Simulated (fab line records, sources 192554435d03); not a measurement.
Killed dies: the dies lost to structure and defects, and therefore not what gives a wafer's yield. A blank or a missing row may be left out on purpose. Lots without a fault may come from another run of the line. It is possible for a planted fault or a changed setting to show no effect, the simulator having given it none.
Which of the tools did it? / flow n5Finfet / 36 wafers from 12 lots sampled at 2 of the route's 1938 steps

## WHAT THE GAUGES SHOWED, per wafer
N5_FIN_SAQP_THK_MEAS_05.
lot=L075; measured=day 2 05:28; on=filmMetro-01; thkNm (nm)=37.9 37.6 38.5
lot=L077; measured=day 2 15:39; on=filmMetro-01; thkNm (nm)=37.7 37.4 38.0
lot=L079; measured=day 3 04:50; on=filmMetro-02; thkNm (nm)=38.0 37.5 37.8
lot=L081; measured=day 3 15:17; on=filmMetro-02; thkNm (nm)=38.1 38.1 38.6
lot=L083; measured=day 4 04:41; on=filmMetro-01; thkNm (nm)=37.1 38.4 38.2
lot=L085; measured=day 4 14:52; on=filmMetro-02; thkNm (nm)=38.3 38.2 38.3
lot=L087; measured=day 5 05:17; on=filmMetro-01; thkNm (nm)=37.6 36.5 38.1
lot=L089; measured=day 5 14:35; on=filmMetro-01; thkNm (nm)=37.1 37.4 38.4
lot=L091; measured=day 6 02:52; on=filmMetro-01; thkNm (nm)=37.9 37.6 38.0
lot=L093; measured=day 7 01:26; on=filmMetro-02; thkNm (nm)=37.1 37.6 38.4
lot=L095; measured=day 7 03:44; on=filmMetro-02; thkNm (nm)=37.2 38.1 38.0
lot=L097; measured=day 7 14:46; on=filmMetro-01; thkNm (nm)=37.6 37.7 38.1

## TOOL THAT RAN EACH LOT (tool first, then ch and the chambers of the sampled wafers, then the start)
lot=L075; N5_FIN_SAQP_HM_DEP_03=pecvd-03 ch 0,1,2, day 2 05:22
lot=L077; N5_FIN_SAQP_HM_DEP_03=pecvd-01 ch 0,2, day 2 15:34
lot=L079; N5_FIN_SAQP_HM_DEP_03=pecvd-02 ch 0,1,2, day 3 04:45
lot=L081; N5_FIN_SAQP_HM_DEP_03=pecvd-02 ch 0,2, day 3 15:12
lot=L083; N5_FIN_SAQP_HM_DEP_03=pecvd-03 ch 0,1,2, day 4 04:36
lot=L085; N5_FIN_SAQP_HM_DEP_03=pecvd-02 ch 0,2, day 4 14:47
lot=L087; N5_FIN_SAQP_HM_DEP_03=pecvd-03 ch 0,1,2, day 5 05:11
lot=L089; N5_FIN_SAQP_HM_DEP_03=pecvd-03 ch 0,1, day 5 14:29
lot=L091; N5_FIN_SAQP_HM_DEP_03=pecvd-03 ch 1,2, day 6 02:46
lot=L093; N5_FIN_SAQP_HM_DEP_03=pecvd-03 ch 0,1,2, day 7 01:22
lot=L095; N5_FIN_SAQP_HM_DEP_03=pecvd-01 ch 0,1,2, day 7 03:38
lot=L097; N5_FIN_SAQP_HM_DEP_03=pecvd-01 ch 0,1,2, day 7 14:41
- N5_FIN_SAQP_HM_DEP_03: deposits SiNx from SiH4/NH3/N2, target thk 38 nm, time 33.6 s.

## THE ANSWER, worked out from the rows above alone
Rule: usual is defined by the lots themselves. The widest of any qualifying gaps counts: lots, ordered by their means at a reading, are off when they make up no more than a third of the lots, leave a main group of 4 or more, and stand apart from it by 3 or more times the standard deviation of that group's means. If all means in a main group match to the digits the tables above print for the reading, that group is not used. A lot without any number at a reading at which 4 lots or more have one is off too. Where the step has rows for the other lots, those lots are counted as sound.
None of the lots is off at any reading shown; this tells nothing.

## WHAT THE SIMULATOR PUT IN
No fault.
